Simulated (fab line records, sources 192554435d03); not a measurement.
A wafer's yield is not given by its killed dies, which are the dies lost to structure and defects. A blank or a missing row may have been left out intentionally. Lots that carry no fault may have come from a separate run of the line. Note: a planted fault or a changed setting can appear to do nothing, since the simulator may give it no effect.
Chamber matching	flow n5 finfet	N5_FIN_SAQP_HM_OPEN_33 on rie diel-01: 4 sister chambers
The step chemistry CH3F/O2, target SiNx, target depth 49.4 nm, time 70.6 s. 7 wafers are shown with their chamber, then 8 later ones without.

WAFERS PAIRED WITH THEIR CHAMBERS
wafer	chamber	rf vpp V (V)	drypump motor current A (A)
L707.6	1	297	5.4
L708.3	1	297	5.5
L708.5	2	305	5.1
L715.1	3	292	6.2
L715.3	2	304	5.2
L715.5	3	292	6.2
L716.1	0	289	5.3

WAFERS WITHOUT THEIR CHAMBER
wafer	rf vpp V (V)	drypump motor current A (A)
L716.4	295	5.4
L716.5	296	5.4
L718.1	295	5.4
L718.3	287	5.3
L718.4	293	6.3
L719.3	289	5.3
L719.5	291	6.2
L719.6	306	5.1

CHAMBER TAKEN BY EACH
wafer	from the rows above	in truth
L716.4	1	1
L716.5	1	1
L718.1	1	1
L718.3	0	0
L718.4	3	3
L719.3	0	0
L719.5	3	3
L719.6	2	2
Placed correctly: 8 of 8. Number that these rows cannot place: 0. Wrongly placed: 0.
How it was worked out, from the rows above alone: a wafer's distance from a chamber is the root of the sum, over the readings, of the square of ((its reading less the chamber's mean) divided by the reading's scatter). If the next closest chamber is less than 2 further off than the closest, the wafer can't be placed; otherwise it belongs to the closest. A chamber's mean is the mean of its shown wafers. The scatter: the root of (the sum of the squares of (reading less its chamber's mean) over the shown wafers, divided by (wafers less chambers)).
